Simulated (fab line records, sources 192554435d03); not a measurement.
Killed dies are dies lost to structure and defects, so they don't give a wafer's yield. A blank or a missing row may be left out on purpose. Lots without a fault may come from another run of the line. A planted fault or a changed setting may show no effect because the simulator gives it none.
Which tool did it? | flow n5_finfet | 8 lots, 24 wafers sampled, at 7 steps of a route of 1938

WHAT THE GAUGES READ, wafer by wafer
N5_FIN_SAQP_INSPECT_40: inspects for defects (brightfield). Usual: raw_defect_count 224, standard deviation 58.
lot  | measured    | on                | raw_defect_count | flag
L334 | day 3 09:22 | defect_inspect-01 | 255 210 250      |
L338 | day 4 09:16 | defect_inspect-01 | 207 195 297      |
L339 | day 4 15:07 | defect_inspect-01 | 258 279 273      |
L340 | day 4 23:37 | defect_inspect-02 | 1645 1588 1586   | OFF
L344 | day 5 21:59 | defect_inspect-02 | 165 163 149      |
L345 | day 6 02:49 | defect_inspect-02 | 1690 1697 1805   | OFF
L351 | day 7 14:49 | defect_inspect-01 | 148 181 197      |
L352 | day 7 20:26 | defect_inspect-02 | 260 227 172      |

N5_FIN_CUT_OVL_MEAS_09. Usual: FIN_CUT_OVL 0.4 nm, standard deviation 0.59.
lot  | measured    | on         | FIN_CUT_OVL (nm) | flag
L334 | day 3 09:42 | overlay-02 | 0.5 0.9 0.6      |
L338 | day 4 09:44 | overlay-02 | 0.9 1.0 0.8      |
L339 | day 4 15:34 | overlay-02 | -0.1 -0.1 0.5    |
L340 | day 5 00:04 | overlay-02 | 0.7 1.2 0.0      |
L344 | day 5 22:27 | overlay-02 | 0.5 0.3 0.9      |
L345 | day 6 03:09 | overlay-02 | 0.0 0.0 0.3      |
L351 | day 7 15:17 | overlay-02 | 1.6 1.1 0.9      |
L352 | day 7 20:46 | overlay-01 | 0.1 1.6 0.1      |

N5_FIN_CUT_INSPECT_10: inspects for defects (brightfield). Usual: raw_defect_count 41, standard deviation 11.
lot  | measured    | on                | raw_defect_count | flag
L334 | day 3 09:45 | defect_inspect-02 | 59 35 43         |
L338 | day 4 09:47 | defect_inspect-02 | 31 44 47         |
L339 | day 4 15:38 | defect_inspect-01 | 60 57 53         |
L340 | day 5 00:08 | defect_inspect-01 | 1545 1457 1486   | OFF
L344 | day 5 22:31 | defect_inspect-01 | 42 39 38         |
L345 | day 6 03:13 | defect_inspect-02 | 1488 1504 1461   | OFF
L351 | day 7 15:20 | defect_inspect-01 | 49 31 42         |
L352 | day 7 20:49 | defect_inspect-02 | 39 49 34         |

N5_BEOL_M4_RC_MEAS_101. Usual: DIBL_N 35.8 mV/V, standard deviation 1.8; DIBL_P 35.6 mV/V, standard deviation 2; IOFF_N 0.148 nA/um, standard deviation 0.028; IOFF_P 0.20 nA/um, standard deviation 0.034; ION_N 672 uA/um, standard deviation 12; ION_P 462 uA/um, standard deviation 8.5; SS_N 71.2 mV/dec, standard deviation 0.65; SS_P 73.1 mV/dec, standard deviation 0.67; VT_N 251 mV, standard deviation 3.3; VT_P -251 mV, standard deviation 3.8.
lot  | measured     | on        | DIBL_N (mV/V)  | DIBL_P (mV/V)  | IOFF_N (nA/um)    | IOFF_P (nA/um) | ION_N (uA/um) | ION_P (uA/um) | SS_N (mV/dec)  | SS_P (mV/dec)  | VT_N (mV)   | VT_P (mV)      | flag
L334 | day 9 04:34  | prober-01 | 37.6 37.9 36.8 | 36.9 37.5 35.5 | 0.169 0.162 0.147 | 0.20 0.22 0.18 | 693 684 675   | 465 461 462   | 71.9 71.7 71.4 | 73.8 74.0 72.9 | 245 247 251 | -252 -249 -254 |
L338 | day 10 02:16 | prober-02 | 34.6 35.9 35.2 | 34.3 35.7 34.7 | 0.121 0.136 0.137 | 0.19 0.21 0.19 | 663 674 677   | 457 467 468   | 70.1 71.3 70.8 | 73.5 72.8 72.4 | 253 252 250 | -249 -247 -249 |
L339 | day 10 05:30 | prober-01 | 38.0 34.9 33.6 | 37.4 34.3 32.3 | 0.178 0.117 0.105 | 0.21 0.17 0.14 | 676 656 661   | 456 454 450   | 71.5 71.0 69.8 | 73.8 73.0 72.1 | 252 255 255 | -254 -252 -256 |
L340 | day 10 15:32 | prober-01 | 35.1 35.3 34.7 | 34.7 35.3 34.5 | 0.135 0.146 0.150 | 0.18 0.18 0.18 | 666 673 697   | 458 456 468   | 71.8 71.5 70.6 | 71.9 72.5 72.7 | 252 249 248 | -251 -251 -251 |
L344 | day 11 22:08 | prober-02 | 32.9 35.7 34.3 | 33.5 35.7 34.1 | 0.126 0.171 0.139 | 0.21 0.24 0.22 | 676 688 684   | 472 475 471   | 70.3 71.7 71.1 | 73.4 74.5 73.3 | 251 247 252 | -248 -245 -244 |
L345 | day 11 22:31 | prober-01 | 37.7 34.0 33.2 | 38.3 33.9 32.5 | 0.189 0.121 0.106 | 0.22 0.17 0.14 | 685 668 656   | 463 460 452   | 71.8 71.3 70.4 | 74.0 72.1 72.6 | 249 255 255 | -252 -254 -257 |
L351 | day 13 18:52 | prober-02 | 35.8 38.4 35.3 | 35.0 37.4 33.1 | 0.147 0.197 0.138 | 0.19 0.24 0.18 | 677 691 682   | 463 478 464   | 71.3 71.6 71.0 | 72.4 72.5 71.9 | 250 246 254 | -248 -247 -250 |
L352 | day 13 22:43 | prober-02 | 34.5 35.1 35.3 | 34.1 35.6 35.2 | 0.145 0.163 0.164 | 0.19 0.21 0.21 | 673 687 692   | 471 470 469   | 70.7 70.5 70.9 | 72.4 72.9 72.9 | 249 246 247 | -249 -247 -247 |

WHICH TOOL RAN EACH LOT (tool, then ch and the chambers of the sampled wafers, then the start)
lot  | N5_FIN_SAQP_ETCH_51               | N5_FIN_SAQP_HM_OPEN_33            | N5_FIN_SAQP_FIN_ETCH_36
L334 | rie_diel-03 ch 0,2,3, day 3 05:13 | rie_diel-03 ch 1,3, day 3 08:50   | rie_si-04 ch 0,1, day 3 09:07
L338 | rie_diel-03 ch 0,1,2, day 4 04:41 | rie_diel-03 ch 1,2,3, day 4 08:44 | rie_si-03 ch 0,2,3, day 4 09:01
L339 | rie_diel-03 ch 0,2,3, day 4 10:41 | rie_diel-06 ch 0,2,3, day 4 14:35 | rie_si-05 ch 0,1,3, day 4 14:52
L340 | rie_diel-03 ch 0,1,2, day 4 17:44 | rie_diel-05 ch 0,2,3, day 4 23:04 | rie_si-05 ch 0,2,3, day 4 23:22
L344 | rie_diel-06 ch 1,2,3, day 5 17:24 | rie_diel-06 ch 1,2, day 5 21:27   | rie_si-04 ch 2,3, day 5 21:44
L345 | rie_diel-03 ch 0,2,3, day 5 22:37 | rie_diel-05 ch 1,2,3, day 6 02:17 | rie_si-04 ch 0,1,3, day 6 02:34
L351 | rie_diel-05 ch 0,2,3, day 7 10:28 | rie_diel-06 ch 0,1, day 7 14:16   | rie_si-05 ch 0,1, day 7 14:34
L352 | rie_diel-06 ch 0,1,3, day 7 16:14 | rie_diel-03 ch 0,1,2, day 7 19:53 | rie_si-03 ch 0,1, day 7 20:11
- N5_FIN_SAQP_ETCH_51: etches SiARC in CF4, target depth 45.5 nm, time 75.8 s.
- N5_FIN_SAQP_HM_OPEN_33: chemistry CH3F/O2, target SiNx, target depth 49.4 nm, time 70.6 s.
- N5_FIN_SAQP_FIN_ETCH_36: etches the open film in HBr/Cl2/O2, target depth 120 nm, time 50.4 s.

WHAT THE TOOLS THEMSELVES READ (means of the sampled wafers that have a number; where no wafer has one, the mark that the record gives instead)
N5_FIN_SAQP_ETCH_51. Usual: drypump_motor_current_A 5.6 A, standard deviation 0.42; etch_rf_on_time_s 75.4 s, standard deviation 1.8; oes_product_au 0.65 a.u., standard deviation 0.062; rf_vpp_V 184.0 V, standard deviation 1.1; showerhead_plenum_p_Torr 2.13 Torr, standard deviation 0.06; throttle_valve_pct 15.59 %, standard deviation 0.2.
lot  | tool        | drypump_motor_current_A (A) | etch_rf_on_time_s (s) | oes_product_au (a.u.) | rf_vpp_V (V) | showerhead_plenum_p_Torr (Torr) | throttle_valve_pct (%) | flag
L334 | rie_diel-03 | 6.0                         | 75.8                  | 0.66                  | 183.5        | 2.09                            | 15.63                  |
L338 | rie_diel-03 | 5.8                         | 73.3                  | 0.67                  | 183.7        | 2.12                            | 15.69                  |
L339 | rie_diel-03 | 6.0                         | 74.2                  | 0.75                  | 183.7        | 2.09                            | 15.49                  |
L340 | rie_diel-03 | 5.9                         | 73.5                  | 0.66                  | 184.3        | 2.11                            | 15.69                  |
L344 | rie_diel-06 | 5.8                         | 76.7                  | 0.63                  | 182.5        | 2.08                            | 15.53                  |
L345 | rie_diel-03 | 6.0                         | 74.2                  | 0.73                  | 183.0        | 2.08                            | 15.52                  |
L351 | rie_diel-05 | 5.5                         | 74.6                  | 0.69                  | 184.4        | 2.15                            | 15.54                  |
L352 | rie_diel-06 | 5.6                         | 75.6                  | 0.63                  | 184.5        | 2.13                            | 15.59                  |

N5_FIN_SAQP_HM_OPEN_33. Usual: drypump_motor_current_A 5.6 A, standard deviation 0.43; etch_rf_on_time_s 69.1 s, standard deviation 1.9; oes_product_au 0.65 a.u., standard deviation 0.059; rf_vpp_V 298 V, standard deviation 6.1; showerhead_plenum_p_Torr 1.98 Torr, standard deviation 0.063; throttle_valve_pct 16.33 %, standard deviation 0.2.
lot  | tool        | drypump_motor_current_A (A) | etch_rf_on_time_s (s) | oes_product_au (a.u.) | rf_vpp_V (V) | showerhead_plenum_p_Torr (Torr) | throttle_valve_pct (%) | flag
L334 | rie_diel-03 | 5.4                         | 69.8                  | 0.58                  | 305          | 2.02                            | 16.63                  |
L338 | rie_diel-03 | 5.7                         | 67.7                  | 0.70                  | 302          | 1.98                            | 16.38                  |
L339 | rie_diel-06 | 5.7                         | 70.2                  | 0.61                  | 297          | 1.96                            | 16.38                  |
L340 | rie_diel-05 | 5.5                         | 68.4                  | 0.63                  | 298          | 2.02                            | 16.40                  |
L344 | rie_diel-06 | 5.6                         | 71.6                  | 0.61                  | 291          | 1.92                            | 16.27                  |
L345 | rie_diel-05 | 5.4                         | 66.6                  | 0.62                  | 302          | 2.02                            | 16.40                  |
L351 | rie_diel-06 | 5.3                         | 69.9                  | 0.64                  | 299          | 2.02                            | 16.22                  |
L352 | rie_diel-03 | 5.8                         | 67.5                  | 0.73                  | 301          | 1.96                            | 16.33                  |

N5_FIN_SAQP_FIN_ETCH_36. Usual: drypump_motor_current_A 5.7 A, standard deviation 0.4; oes_product_au 0.987 a.u., standard deviation 0.019; throttle_valve_pct 35.79 %, standard deviation 0.21.
lot  | tool      | drypump_motor_current_A (A) | oes_product_au (a.u.) | throttle_valve_pct (%) | flag
L334 | rie_si-04 | 5.9                         | 0.998                 | 35.96                  |
L338 | rie_si-03 | 5.9                         | 0.979                 | 35.80                  |
L339 | rie_si-05 | 5.6                         | 0.980                 | 35.70                  |
L340 | rie_si-05 | 5.7                         | 1.004                 | 35.58                  |
L344 | rie_si-04 | 5.7                         | 0.962                 | 36.04                  |
L345 | rie_si-04 | 5.9                         | 0.990                 | 35.98                  |
L351 | rie_si-05 | 5.2                         | 0.988                 | 35.74                  |
L352 | rie_si-03 | 5.9                         | 0.965                 | 35.87                  |

THE ANSWER, worked out from the rows above alone
Rule: a lot is off if the mean of its wafers that have a number lies more than 3 standard deviations from the usual mean. A lot without any number at a reading at which 4 lots or more have one is off too. The other lots that the step has rows for count as sound. The gauges are gone through in route order, then the tools' own readings, and for those a lot's mean is taken as printed above. The first step at which some lot is off is used, and at that step the reading that is off furthest; a lot without a number counts as furthest.
Off: L340, L345, at N5_FIN_SAQP_INSPECT_40 (raw_defect_count).
A tool fits if, at a process step before that reading, it ran every lot that is off, and no sound lot after the first of them. The gauges at N5_FIN_SAQP_INSPECT_40 are tried like those tools. Can't be told from this: 2 tools fit, rie_diel-03 at N5_FIN_SAQP_ETCH_51, rie_diel-05 at N5_FIN_SAQP_HM_OPEN_33.

WHAT THE SIMULATOR HAD PUT IN
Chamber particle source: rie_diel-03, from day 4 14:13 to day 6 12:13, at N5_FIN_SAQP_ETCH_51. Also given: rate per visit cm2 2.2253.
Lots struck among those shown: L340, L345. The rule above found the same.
